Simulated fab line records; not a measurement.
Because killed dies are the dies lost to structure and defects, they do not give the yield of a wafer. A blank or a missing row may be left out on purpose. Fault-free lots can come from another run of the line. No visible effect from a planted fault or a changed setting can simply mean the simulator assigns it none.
Matching of chambers ; flow n5 finfet ; 4 sister chambers for N5_BEOL_M15_DESCUM_15 on rie diel-03
The step chemistry O2, time 7.9 s. 4 wafers are shown with their chamber, then 9 later ones without.

## WAFERS, EACH WITH ITS CHAMBER
wafer;chamber;showerhead plenum p Torr (Torr)
L087.2;0;2.08
L087.6;1;2.21
L089.2;2;2.08
L089.5;3;2.08

## WAFERS MISSING THEIR CHAMBER
wafer;showerhead plenum p Torr (Torr)
L090.2;2.08
L090.3;2.21
L090.4;2.08
L095.1;2.08
L095.4;2.08
L095.5;2.08
L096.3;2.08
L096.5;2.08
L096.6;2.07

## CHAMBER TAKEN BY EACH
wafer;from the rows above;in truth
L090.2;can't be placed: 0 or 2 or 3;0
L090.3;1;1
L090.4;can't be placed: 0 or 2 or 3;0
L095.1;can't be placed: 0 or 2 or 3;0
L095.4;can't be placed: 0 or 2 or 3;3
L095.5;can't be placed: 0 or 2 or 3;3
L096.3;can't be placed: 0 or 2 or 3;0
L096.5;can't be placed: 0 or 2 or 3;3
L096.6;can't be placed: 0 or 2 or 3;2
Placed correctly: 1 of 9. Can't be placed from these rows: 8 (the true chamber is among the candidates in 8). 0 placed wrongly.
How it was worked out, from the rows above alone: a wafer's distance from a chamber is the root of the sum, over the readings, of the square of ((its reading less the chamber's mean) divided by the reading's scatter). If the next closest chamber is less than 2 further off than the closest, the wafer can't be placed; otherwise it belongs to the closest. A chamber's mean is the mean of its shown wafers. The scatter: with one shown wafer a chamber, the root of the mean of the squares of how far each hidden wafer lies from its nearest shown one.
